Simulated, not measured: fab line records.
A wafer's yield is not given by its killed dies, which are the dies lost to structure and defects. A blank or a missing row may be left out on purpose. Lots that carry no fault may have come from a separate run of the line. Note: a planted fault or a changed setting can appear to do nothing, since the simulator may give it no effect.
2 desks, one fault :: flow n5_finfet :: numbers are kept per desk, each desk with only its own; the story behind them comes last

## AT THE TOOL OWNER'S DESK: pecvd-03
The tool's own readings at N5_BEOL_M1_ILD_DEP_00 (deposits SiOC from DEMS/O2, target thk 79 nm, time 15.3 s): means of the sampled wafers that have a number, for each lot that ran on this tool. If a lot's mean is further than 4 standard deviations from the usual mean, the lot is out of limits and carries the mark OUT (the distance appears in the brackets).
Columns: A = heater_power_w at N5_BEOL_M1_ILD_DEP_00, usual 455 W; B = showerhead_plenum_p_Torr at N5_BEOL_M1_ILD_DEP_00, usual 5.692 Torr; C = throttle_valve_pct at N5_BEOL_M1_ILD_DEP_00, usual 11.7 %
lot: L678
first seen here: day 6 10:31
A: 457
B: 5.692
C: 11.5

lot: L679
first seen here: day 6 11:47
A: 485
B: 5.690
C: 11.5

lot: L682
first seen here: day 7 01:27
A: 495
B: 5.686
C: 11.6

lot: L687
first seen here: day 8 05:07
A: 463
B: 5.684
C: 11.2

lot: L689
first seen here: day 8 20:41
A: 434
B: 5.687
C: 11.5
This desk's verdict: no lot among the 5 shows anything out of limits.

## THE METROLOGY DESK
Means of the sampled wafers that have a number, per lot and without regard to the tool the lot ran on: this is what the gauges read. If a lot's mean is further than 4 standard deviations from the usual mean, the lot is out of limits and carries the mark OUT (the distance appears in the brackets). It has 11 readings, of which 7 appear: the earliest out of limits, and the ones furthest out on some lot.
Columns: A = M1_ILD_THK at N5_BEOL_M1_THK_MEAS_01, usual 79.1 nm; B = DIBL_N at N5_BEOL_M4_RC_MEAS_101, usual 36.1 mV/V; C = DIBL_P at N5_BEOL_M4_RC_MEAS_101, usual 35.7 mV/V; D = IOFF_N at N5_BEOL_M4_RC_MEAS_101, usual 0.159 nA/um; E = ION_P at N5_BEOL_M4_RC_MEAS_101, usual 462 uA/um; F = SS_N at N5_BEOL_M4_RC_MEAS_101, usual 71.4 mV/dec; G = VT_P at N5_BEOL_M4_RC_MEAS_101, usual -250 mV
lot: L678
first seen here: day 6 10:35
A: 78.7
B: 33.4
C: 33.7
D: 0.125
E: 462
F: 71.2
G: -249

lot: L679
first seen here: day 6 11:52
A: 79.3
B: 35.7
C: 36.7
D: 0.168
E: 459
F: 72.1
G: -253

lot: L682
first seen here: day 7 01:31
A: 78.3
B: 37.9
C: 37.3
D: 0.160
E: 452
F: 71.8
G: -253

lot: L683
first seen here: day 7 07:32
A: 80.1
B: 36.6
C: 35.6
D: 0.166
E: 466
F: 71.4
G: -248

lot: L685
first seen here: day 7 17:02
A: 79.4
B: 37.3
C: 35.2
D: 0.157
E: 460
F: 71.6
G: -250

lot: L687
first seen here: day 8 05:11
A: 78.6
B: 35.3
C: 35.2
D: 0.160
E: 456
F: 71.2
G: -251

lot: L689
first seen here: day 8 20:46
A: 58.5 (-21) OUT
B: 35.6
C: 36.0
D: 0.159
E: 463
F: 71.0
G: -251

lot: L680
first seen here: day 11 02:29
A: 79.2
B: 35.2
C: 35.9
D: 0.162
E: 473
F: 71.6
G: -246

lot: L699
first seen here: day 11 12:47
A: 79.8
B: 36.2
C: 35.9
D: 0.173
E: 460
F: 71.9
G: -251

lot: L701
first seen here: day 12 02:19
A: 78.7
B: 37.4
C: 35.8
D: 0.160
E: 472
F: 70.9
G: -248
This desk's finding: out of limits on L689; first on L689, day 8 20:46 (M1_ILD_THK at N5_BEOL_M1_THK_MEAS_01). In limits: L678, L679, L682, L683, L685, L687, L680, L699, L701.

## PUT TOGETHER
At day 8 20:46 the metrology desk could have sounded an alarm, on L689.
Nothing out of limits was seen by the tool owner's desk.
Tool owner's desk: L689 on record, inside its limits.
Of the lots named, all ran N5_BEOL_M1_ILD_DEP_00 on pecvd-03.

## WHAT THE SIMULATOR HAD INSERTED
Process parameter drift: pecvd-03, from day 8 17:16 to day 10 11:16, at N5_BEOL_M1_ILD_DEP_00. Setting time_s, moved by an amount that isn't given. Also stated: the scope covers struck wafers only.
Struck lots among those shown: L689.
Delay in hours, fault start to first out-of-limits reading, per desk: metrology desk 4.
